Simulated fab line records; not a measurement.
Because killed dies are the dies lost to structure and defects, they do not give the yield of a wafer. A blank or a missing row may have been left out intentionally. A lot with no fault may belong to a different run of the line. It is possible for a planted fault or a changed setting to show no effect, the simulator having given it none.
Matching of chambers | flow n5_finfet | 3 sister chambers for N5_BEOL_M6_CURE_74 on uv_cure-03
The step cures SiCOH lowk, time 240 s. 6 wafers are shown with their chamber, then 7 later ones without.

## WAFERS WITH THEIR CHAMBER
wafer  | chamber | wafer_temp_C_max | lamp_power_pct (%)
L074.4 | 2       | 387.6            | 52.38
L074.6 | 2       | 387.6            | 52.14
L086.5 | 1       | 385.5            | 52.38
L086.6 | 1       | 386.2            | 52.35
L089.2 | 0       | 386.2            | 52.37
L089.4 | 0       | 386.1            | 52.22

## WAFERS WITHOUT THEIR CHAMBER
wafer  | wafer_temp_C_max | lamp_power_pct (%)
L089.6 | 386.2            | 52.32
L093.1 | 386.9            | 52.36
L093.5 | 387.1            | 52.34
L093.6 | 386.8            | 52.37
L094.2 | 386.4            | 52.37
L094.3 | 385.9            | 52.28
L094.5 | 386.2            | 52.37

## WHICH CHAMBER EACH WENT THROUGH
wafer  | from the rows above          | in truth
L089.6 | can't be placed: 0 or 1      | 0
L093.1 | can't be placed: 2 or 0 or 1 | 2
L093.5 | can't be placed: 2 or 0      | 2
L093.6 | can't be placed: 0 or 2 or 1 | 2
L094.2 | can't be placed: 0 or 1      | 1
L094.3 | can't be placed: 1 or 0      | 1
L094.5 | can't be placed: 0 or 1      | 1
Placed correctly: 0 of 7. These rows do not allow placing 7 (true chamber among the candidates in 7). 0 placed wrongly.
How it was worked out, from the rows above alone: a wafer's distance from a chamber is the root of the sum, over the readings, of the square of ((its reading less the chamber's mean) divided by the reading's scatter). If the next closest chamber is less than 2 further off than the closest, the wafer can't be placed; otherwise it belongs to the closest. A chamber's mean is the mean of its shown wafers. The scatter is the square root of a quotient: the sum, over the shown wafers, of each reading's squared deviation from its chamber's mean, divided by wafers minus chambers.
